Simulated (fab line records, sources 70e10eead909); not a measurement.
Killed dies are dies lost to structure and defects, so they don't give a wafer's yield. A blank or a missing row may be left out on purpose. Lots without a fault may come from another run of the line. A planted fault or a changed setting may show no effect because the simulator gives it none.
fab line records | flow nand_harc
record lots=12 wafers=36 last_day=33
route steps=1302 shown A_CHANNEL_HOLE_D2@593 A_CHANNEL_FILL_D2@616
lots that met no fault: from a run of the same line without faults
start_h: hours from the record's first day to the start of the lot's first wafer shown | wait_h: hours since the lot's step before | " the same as in the row above | L1.1+2: a row that stands for several wafers | - no value, or no start given | * or withheld: withheld | < > ~ a bound
route shown NAME@n: a module of which the file shows steps, and the number in the route of the first | usual: mean/standard deviation of fault-free wafers | same: alike in all rows | chamber/n: place in a boat | sites: the reading at each site | _std_site: their standard deviation | _edge_site: outer sites' mean less inner sites' | radius_mm: how far each site lies from the wafer's centre | mask NAME#n: copy n | behind: the tool/chamber that last shaped the wafer | hold: why the lot was held/for how many hours/how that ended | device: the transistor (n, p or np) that didn't switch | end of line: the same wafers' tests at the end of the route | a step without rows: its recipe alone | killed: dies lost to structure and defects at the first sort, not the wafer's yield | map: a wafer's dies, x killed, . not, _ none there
set.NAME: the setting as run; set.NAME@STEP: as run at that earlier step | model.NAME: the simulator's own value behind a step, which no gauge read
steps of the route over a sample of lots; a table a step, a row a wafer
services: from which hour (start_h, from the record's first day; less than 0 if before it) a tool's chamber was out of use, for how many hours, and why
## steps
# step NHARC_A_CHANNEL_HOLE_D2_ETCH_21
# recipe bias_v=3000 source_w=withheld pressure_mtorr=20 time_s=514.3 ar_flow_sccm=375 c4f8_flow_sccm=89.3 o2_flow_sccm=35.7 temp_c=-20 target_depth_a=16000 chemistry=C4F8/O2/Ar
# usual c4f8_flow_sccm=89.27/0.28 drypump_motor_current_A=5.6/0.4 showerhead_plenum_p_Torr=3.66/0.18 temp_c=-19.99/0.12 throttle_valve_pct=32.156/0.0091
# columns lot.wafer tool chamber start_h wait_h c4f8_flow_sccm drypump_motor_current_A rf_hours_counter_h showerhead_plenum_p_Torr temp_c throttle_valve_pct
L387.2 har_etch-02 0 293.70 0.3 88.96 5.7 356 3.63 -20.03 32.149
L387.3 " 0 " " 88.94 5.7 - 3.63 -20.07 32.165
L387.6 " 1 " " 89.43 5.2 - 3.52 -19.94 32.155
L388.1 har_etch-01 1 316.33 0.3 89.52 5.2 160 3.54 -19.94 32.154
L388.2 " 0 " " 89.65 6.1 160 3.55 -20.18 32.164
L388.3 " 1 " " 89.41 5.2 - 3.54 -19.95 32.156
L389.1 har_etch-02 1 332.10 0.3 89.40 5.3 379 3.51 -20.24 32.165
L389.2 " 0 " " 88.96 5.7 379 3.62 -19.98 32.153
L389.5 " 1 " " 89.89 5.2 - 3.51 -20.01 32.143
L392.1 har_etch-01 1 354.48 0.3 89.33 5.2 183 3.53 -20.06 32.155
L392.3 " 1 " " 89.35 5.2 - 3.53 -20.14 32.157
L392.5 " 1 " " 89.57 5.1 - 3.53 -19.99 32.161
L394.4 har_etch-01 1 378.51 0.3 88.87 5.1 - 3.52 -20.10 32.167
L394.3 " 0 " " 89.32 6.1 - 3.52 -20.01 32.155
L394.6 " 0 " " 89.52 6.2 - 3.52 -19.99 32.155
L396.1 har_etch-02 1 402.65 0.3 89.08 5.2 4 3.93 -19.99 32.138
L396.6 " 1 " " 89.67 5.2 - 3.93 -19.93 32.154
L396.5 " 0 " " 89.26 5.8 - 3.93 -20.17 32.166
L398.4 har_etch-02 1 411.10 0.3 89.25 5.2 - 3.93 -19.79 32.158
L398.3 " 0 " " 89.27 5.7 - 3.93 -19.75 32.160
L398.6 " 1 " " 89.22 5.2 - 3.93 -19.86 32.144
L401.3 har_etch-02 0 434.16 0.3 89.45 5.7 - 3.92 -20.17 32.158
L401.5 " 1 " " 89.36 5.2 - 3.92 -20.16 32.141
L401.6 " 0 " " 89.49 5.7 - 3.92 -20.24 32.163
L400.2 har_etch-01 1 435.58 0.3 89.69 5.1 240 3.50 -19.97 32.151
L400.3 " 1 " " 89.67 5.2 - 3.50 -19.88 32.162
L400.5 " 0 " " 89.01 6.1 - 3.50 -20.14 32.147
L404.2 har_etch-02 1 474.29 0.3 89.46 5.2 46 3.91 -19.90 32.144
L404.4 " 0 " " 89.09 5.7 - 3.91 -19.91 32.162
L404.5 " 1 " " 89.31 5.2 - 3.91 -19.94 32.151
L408.2 har_etch-02 0 516.94 0.3 89.56 5.7 69 3.89 -19.83 32.148
L408.1 " 1 " " 89.07 5.2 69 3.89 -19.99 32.151
L408.4 " 0 " " 89.07 5.7 - 3.89 -19.82 32.165
L409.1 har_etch-01 0 517.19 0.3 89.19 6.1 286 3.48 -20.03 32.153
L409.3 " 1 " " 89.80 5.1 - 3.48 -19.90 32.159
L409.5 " 1 " " 89.28 5.1 - 3.48 -19.92 32.158
# step NHARC_A_CHANNEL_HOLE_D2_ETCH_25
# recipe bias_v=5000 source_w=withheld pressure_mtorr=20 time_s=1040.2 ar_flow_sccm=375 c4f8_flow_sccm=93.8 o2_flow_sccm=31.2 temp_c=-20 target_depth_a=15000 chemistry=C4F8/O2/Ar
# usual c4f8_flow_sccm=93.76/0.28 drypump_motor_current_A=5.6/0.4 showerhead_plenum_p_Torr=3.65/0.18 temp_c=-20.04/0.1 throttle_valve_pct=32.234/0.01
# columns lot.wafer tool chamber start_h wait_h c4f8_flow_sccm drypump_motor_current_A rf_hours_counter_h showerhead_plenum_p_Torr temp_c throttle_valve_pct
L387.2 har_etch-02 0 296.17 0.6 93.42 5.7 359 3.62 -20.02 32.221
L387.3 " 0 " " 93.59 5.7 - 3.62 -20.12 32.240
L387.6 " 1 " " 94.34 5.2 - 3.51 -19.93 32.224
L388.1 har_etch-01 1 318.81 0.6 93.42 5.2 163 3.54 -19.88 32.236
L388.2 " 0 " " 93.96 6.1 163 3.54 -20.02 32.218
L388.3 " 1 " " 94.01 5.1 - 3.54 -19.91 32.247
L389.1 har_etch-02 1 334.58 0.6 93.95 5.2 382 3.50 -19.94 32.223
L389.2 " 0 " " 93.72 5.7 382 3.61 -20.10 32.228
L389.5 " 1 " " 93.71 5.2 - 3.50 -19.91 32.228
L392.1 har_etch-01 1 356.94 0.6 94.12 5.1 185 3.53 -19.96 32.223
L392.3 " 1 " " 94.05 5.1 - 3.53 -19.99 32.230
L392.5 " 1 " " 93.86 5.1 - 3.53 -20.02 32.220
L394.4 har_etch-01 1 381.13 0.7 93.40 5.1 - 3.52 -20.20 32.213
L394.3 " 0 " " 93.62 6.2 - 3.52 -20.14 32.230
L394.6 " 0 " " 93.48 6.1 - 3.52 -20.12 32.230
L396.1 har_etch-02 1 405.11 0.6 93.67 5.2 7 3.92 -20.33 32.255
L396.6 " 1 " " 93.89 5.2 - 3.92 -20.05 32.240
L396.5 " 0 " " 93.68 5.7 - 3.92 -19.93 32.239
L398.4 har_etch-02 1 413.72 0.7 93.88 5.2 - 3.92 -20.05 32.245
L398.3 " 0 " " 93.68 5.7 - 3.92 -19.87 32.230
L398.6 " 1 " " 93.82 5.2 - 3.92 -19.92 32.231
L401.3 har_etch-02 0 436.85 0.7 93.91 5.7 - 3.91 -20.15 32.224
L401.5 " 1 " " 93.14 5.3 - 3.91 -19.99 32.234
L401.6 " 0 " " 94.10 5.7 - 3.91 -20.03 32.246
L400.2 har_etch-01 1 438.13 0.7 93.55 5.2 243 3.50 -20.07 32.222
L400.3 " 1 " " 93.75 5.2 - 3.50 -20.10 32.241
L400.5 " 0 " " 94.25 6.1 - 3.50 -19.79 32.245
L404.2 har_etch-02 1 476.79 0.6 93.61 5.2 48 3.90 -20.04 32.239
L404.4 " 0 " " 93.87 5.8 - 3.90 -20.07 32.236
L404.5 " 1 " " 93.59 5.2 - 3.90 -19.99 32.225
L408.2 har_etch-02 0 519.40 0.6 94.06 5.8 72 3.89 -20.14 32.242
L408.1 " 1 " " 94.07 5.3 72 3.89 -19.91 32.220
L408.4 " 0 " " 93.77 5.7 - 3.89 -20.20 32.241
L409.1 har_etch-01 0 519.71 0.7 93.90 6.1 289 3.47 -20.07 32.248
L409.3 " 1 " " 93.99 5.1 - 3.47 -19.96 32.237
L409.5 " 1 " " 93.61 5.1 - 3.47 -20.14 32.230
# step NHARC_A_CHANNEL_FILL_D2_ALD_16
# recipe target_thk_a=15 pulse_time_s=10 ald_cycles=15 temp_c=300 material=SiO2
# usual ald_cycles=15/0 heater_power_w=434/40 precursor_pulse_height_rel=1.001/0.021
# columns lot.wafer tool chamber start_h wait_h ald_cycles heater_power_w precursor_pulse_height_rel
L387.3 ald_hk-03 3 311.40 0.0 15 403 1.007
L387.2 " 2 " " 15 479 1.038
L387.6 " 3 " " 15 401 0.992
L388.2 ald_hk-03 1 334.14 0.0 15 428 0.986
L388.3 " 3 " " 15 407 0.976
L388.1 " 0 " " 15 455 1.000
L389.1 ald_hk-03 1 351.28 0.2 15 424 0.989
L389.2 " 2 " " 15 479 1.003
L389.5 " 1 " " 15 436 0.986
L392.1 ald_hk-03 1 372.38 0.1 15 434 0.988
L392.3 " 3 " " 15 402 0.960
L392.5 " 1 " " 15 442 1.012
L394.3 ald_hk-01 2 396.07 0.0 15 424 0.998
L394.4 " 0 " " 15 479 1.007
L394.6 " 2 " " 15 415 0.995
L396.1 ald_hk-03 3 420.46 0.1 15 406 1.000
L396.5 " 2 " " 15 498 1.004
L396.6 " 3 " " 15 413 0.949
L398.3 ald_hk-02 2 426.88 0.0 15 510 1.030
L398.4 " 1 " " 15 444 1.004
L398.6 " 2 " " 15 512 0.973
L401.3 ald_hk-01 1 451.70 0.1 17 423 0.989
L401.6 " 2 " " 17 417 1.004
L401.5 " 3 " " 17 358 1.017
L400.2 ald_hk-01 0 451.83 0.3 15 485 1.001
L400.3 " 1 " " 17 419 1.041
L400.5 " 2 " " 17 433 1.032
L404.2 ald_hk-02 0 491.93 0.0 15 387 0.995
L404.4 " 3 " " 15 459 0.969
L404.5 " 0 " " 15 389 1.030
L408.4 ald_hk-03 1 534.56 0.0 15 433 1.011
L408.2 " 2 " " 15 479 1.009
L408.1 " 0 " " 15 431 1.006
L409.3 ald_hk-01 1 534.59 0.1 15 398 0.958
L409.1 " 3 " " 15 353 1.018
L409.5 " 1 " " 15 392 0.996
# step NHARC_A_CHANNEL_FILL_D2_ALD_25
# recipe target_thk_a=600 pulse_time_s=10 ald_cycles=600 temp_c=300 material=SiOx
# usual ald_cycles=600/0 heater_power_w=438/40 precursor_pulse_height_rel=1.000/0.021
# columns lot.wafer tool chamber start_h wait_h ald_cycles heater_power_w precursor_pulse_height_rel
L387.3 ald_hk-02 2 335.86 0.7 600 502 0.971
L387.2 " 0 337.09 1.9 600 393 1.005
L387.6 " 1 " " 600 424 0.993
L388.2 ald_hk-03 2 357.66 0.1 600 504 1.003
L388.1 " 0 358.89 1.3 600 438 1.001
L388.3 " 1 " " 600 439 1.013
L389.1 ald_hk-03 1 375.47 0.7 600 446 0.987
L389.2 " 2 " " 600 492 1.006
L389.5 " 0 377.34 2.5 600 444 1.022
L392.3 ald_hk-01 0 396.23 0.1 600 488 0.988
L392.1 " 1 " " 600 410 0.984
L392.5 " 1 399.33 3.2 600 411 1.012
L394.4 ald_hk-03 1 422.51 1.3 600 420 0.998
L394.3 " 2 " " 600 471 0.979
L394.6 " 3 " " 600 404 1.018
L396.1 ald_hk-03 3 448.52 2.1 600 415 1.010
L396.6 " 0 " " 600 421 1.026
L396.5 " 1 " " 600 425 1.010
L398.3 ald_hk-02 3 450.89 0.7 600 460 1.032
L398.4 " 1 452.13 1.9 600 440 0.968
L398.6 " 3 453.37 3.1 600 452 0.974
L400.2 ald_hk-03 0 475.80 0.1 600 425 1.000
L400.3 " 1 " " 600 418 0.990
L400.5 " 0 478.28 2.5 600 437 0.993
L401.3 ald_hk-02 0 477.67 1.9 600 398 1.011
L401.5 " 1 " " 600 435 1.012
L401.6 " 2 " " 600 509 1.007
L404.4 ald_hk-02 0 519.39 0.7 600 391 0.957
L404.2 " 1 " " 600 449 0.992
L404.5 " 0 521.89 3.2 600 390 0.987
L408.2 ald_hk-02 3 558.02 0.1 600 443 0.964
L408.4 " 0 " " 600 383 1.019
L408.1 " 2 559.85 1.9 600 512 1.039
L409.3 ald_hk-03 0 559.24 1.3 600 439 0.995
L409.1 " 1 " " 600 431 0.992
L409.5 " 2 " " 600 481 0.964
## services
# columns tool chamber start_h hours kind
ald_hk-03 - 285.65 2.3 repair
ald_hk-02 - 349.16 10.0 pm
ald_hk-02 0 349.16 10.0 vent_cycle
ald_hk-02 1 349.16 10.0 vent_cycle
har_etch-02 - 377.26 17.0 pm
har_etch-02 0 377.26 17.0 vent_cycle
har_etch-02 1 377.26 17.0 vent_cycle
ald_hk-03 - 391.48 10.0 pm
ald_hk-03 0 391.48 10.0 vent_cycle
ald_hk-03 1 391.48 10.0 vent_cycle
ald_hk-03 2 391.48 10.0 vent_cycle
ald_hk-03 3 391.48 10.0 vent_cycle
har_etch-02 0 394.26 - clean
har_etch-02 0 394.26 - consumable_replace:focus_ring
har_etch-02 0 394.26 - consumable_replace:showerhead
har_etch-02 1 394.26 - clean
har_etch-02 1 394.26 - consumable_replace:esc
har_etch-02 1 394.26 - consumable_replace:focus_ring
har_etch-02 1 394.26 - consumable_replace:showerhead
ald_hk-03 0 401.48 - clean
ald_hk-03 1 401.48 - clean
ald_hk-03 2 401.48 - clean
ald_hk-03 3 401.48 - clean
ald_hk-01 - 474.00 10.0 pm
## key
first_sign step=NHARC_A_CHANNEL_FILL_D2_ALD_16 reading=ald_cycles direction=up sigmas=99+ usual=15 struck=17
effect none on later readings
met_at NHARC_A_CHANNEL_FILL_D2_ALD_16
struck_lots L400,L401
struck_wafers L400.3,L400.5,L401.3,L401.5,L401.6
tester_left_out L400,L401
not_acting_at NHARC_A_CHANNEL_HOLE_D2_ETCH_21,NHARC_A_CHANNEL_HOLE_D2_ETCH_25,NHARC_A_CHANNEL_FILL_D2_ALD_25
onset_between 396.07 451.70
fault kind=process_parameter_drift tool=ald_hk-01 chamber=- onset_h=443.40 steps=NHARC_A_CHANNEL_FILL_D2_ALD_16 channel=ald_cycles offset=2 shape=step end_h=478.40 scope=struck_wafers_only acts_in=these_recipes_only stated=15
# tester_left_out: of these lots the tester's yield and bins aren't shown, on N5 and GAA mostly nor the transistor test; their killed dies are dies lost to structure and defects alone, not to doping, threshold or leakage, so they don't give the yield
